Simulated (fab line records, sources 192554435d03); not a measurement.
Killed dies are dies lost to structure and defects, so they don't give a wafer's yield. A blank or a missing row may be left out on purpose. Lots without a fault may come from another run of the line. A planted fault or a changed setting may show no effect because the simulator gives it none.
Split-lot experiment | flow n5_finfet | 7 lots, 39 wafers read, on a route of 1938 steps

THE SPLIT
At N5_WELL_APT_EPI_41 (deposits Si from SiH4/H2, target thk 50 nm, time 297.7 s), the setting target_thk_a was moved away from the recipe's 500 angstrom on 15 of the 39 wafers read, by -7.0% to +3.3%. The other wafers ran this setting at the recipe's value.

The reading is taken at the split's own step.

THE READING
Si_of_WELL_APT_EPI_41.thk_nm (the simulator's own value, which no gauge read), in nm, at N5_WELL_APT_EPI_41 (deposits Si from SiH4/H2, target thk 50 nm, time 297.7 s). The file gives no usual value for it. The 24 wafers here that ran the recipe average 49.67 nm, standard deviation 0.58 nm.

wafer  | tool, chamber at the split | target_thk_a as run, angstrom | against the recipe | Si_of_WELL_APT_EPI_41.thk_nm, nm | against lot-mates on the recipe
L075.1 | epi_rpcvd-04, 0            | 500                           | recipe             | 49.69                            | -
L075.6 | epi_rpcvd-04, 0            | 500                           | recipe             | 49.69                            | -
L075.2 | epi_rpcvd-04, 0            | 500                           | recipe             | 49.07                            | -
L075.3 | epi_rpcvd-04, 0            | 500                           | recipe             | 49.73                            | -
L075.4 | epi_rpcvd-04, 0            | 500                           | recipe             | 49.44                            | -
L075.5 | epi_rpcvd-04, 0            | 500                           | recipe             | 49.87                            | -
L079.1 | epi_rpcvd-04, 0            | 465.1                         | -7.0%              | 45.55                            | -3.23
L079.2 | epi_rpcvd-04, 0            | 500                           | recipe             | 49.08                            | -
L079.3 | epi_rpcvd-04, 0            | 465.1                         | -7.0%              | 45.78                            | -3.00
L079.4 | epi_rpcvd-04, 0            | 465.1                         | -7.0%              | 45.71                            | -3.07
L079.5 | epi_rpcvd-04, 0            | 500                           | recipe             | 48.87                            | -
L079.6 | epi_rpcvd-04, 0            | 500                           | recipe             | 48.39                            | -
L082.1 | epi_rpcvd-03, 0            | 500                           | recipe             | 49.49                            | -
L082.2 | epi_rpcvd-03, 0            | 516.7                         | +3.3%              | 51.71                            | +2.08
L082.3 | epi_rpcvd-03, 0            | 516.7                         | +3.3%              | 51.37                            | +1.74
L082.4 | epi_rpcvd-03, 0            | 516.7                         | +3.3%              | 51.51                            | +1.88
L082.5 | epi_rpcvd-03, 0            | 500                           | recipe             | 49.47                            | -
L082.6 | epi_rpcvd-03, 0            | 500                           | recipe             | 49.92                            | -
L088.1 | epi_rpcvd-04, 0            | 500                           | recipe             | 49.72                            | -
L088.2 | epi_rpcvd-04, 0            | 500                           | recipe             | 49.28                            | -
L088.3 | epi_rpcvd-04, 0            | 468.8                         | -6.2%              | 46.64                            | -2.85
L088.4 | epi_rpcvd-04, 0            | 500                           | recipe             | 49.46                            | -
L088.5 | epi_rpcvd-04, 0            | 468.8                         | -6.2%              | 46.44                            | -3.05
L088.6 | epi_rpcvd-04, 0            | 468.8                         | -6.2%              | 46.34                            | -3.15
L089.1 | epi_rpcvd-03, 0            | 488.7                         | -2.3%              | 48.45                            | -2.33
L089.2 | epi_rpcvd-03, 0            | 488.7                         | -2.3%              | 49.52                            | -1.26
L089.3 | epi_rpcvd-03, 0            | 488.7                         | -2.3%              | 48.74                            | -2.04
L089.4 | epi_rpcvd-03, 0            | 500                           | recipe             | 50.72                            | -
L089.5 | epi_rpcvd-03, 0            | 500                           | recipe             | 50.53                            | -
L089.6 | epi_rpcvd-03, 0            | 500                           | recipe             | 51.08                            | -
L090.3 | epi_rpcvd-04, 0            | 500                           | recipe             | 49.16                            | -
L090.4 | epi_rpcvd-04, 0            | 500                           | recipe             | 50.13                            | -
L090.6 | epi_rpcvd-04, 0            | 500                           | recipe             | 49.34                            | -
L091.1 | epi_rpcvd-03, 0            | 500                           | recipe             | 49.97                            | -
L091.2 | epi_rpcvd-03, 0            | 514.7                         | +2.9%              | 51.14                            | +1.12
L091.3 | epi_rpcvd-03, 0            | 500                           | recipe             | 49.96                            | -
L091.4 | epi_rpcvd-03, 0            | 514.7                         | +2.9%              | 51.24                            | +1.22
L091.5 | epi_rpcvd-03, 0            | 500                           | recipe             | 50.12                            | -
L091.6 | epi_rpcvd-03, 0            | 514.7                         | +2.9%              | 52.08                            | +2.06

THE FIT
A straight line over all 39 wafers: Si_of_WELL_APT_EPI_41.thk_nm changes by +0.548 nm for each +1% of target_thk_a; r = +0.95; the points scatter about the line by 0.53 nm.
The same after taking each lot's own level away (the mean of its wafers on the recipe; 39 wafers): +0.491 nm for each +1%; r = +0.97; scatter 0.37 nm.
On that fit, the largest move of target_thk_a shifts the reading by 3.4 nm.
The lots' own levels span 48.780 to 50.777 nm, that is 3.4 times the standard deviation above.
So the lot-to-lot level changes the slope: the two fits differ.
Check: with one of the wafers moved furthest among these (-7.0%) left out of the fit, the line predicts -3.47 nm for it against its lot-mates. It came out at -3.23 nm against them.

THE FILE'S OWN FIT
Si_of_WELL_APT_EPI_41.thk_nm changes by +0.492 nm for each +1% of target_thk_a, r = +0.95.
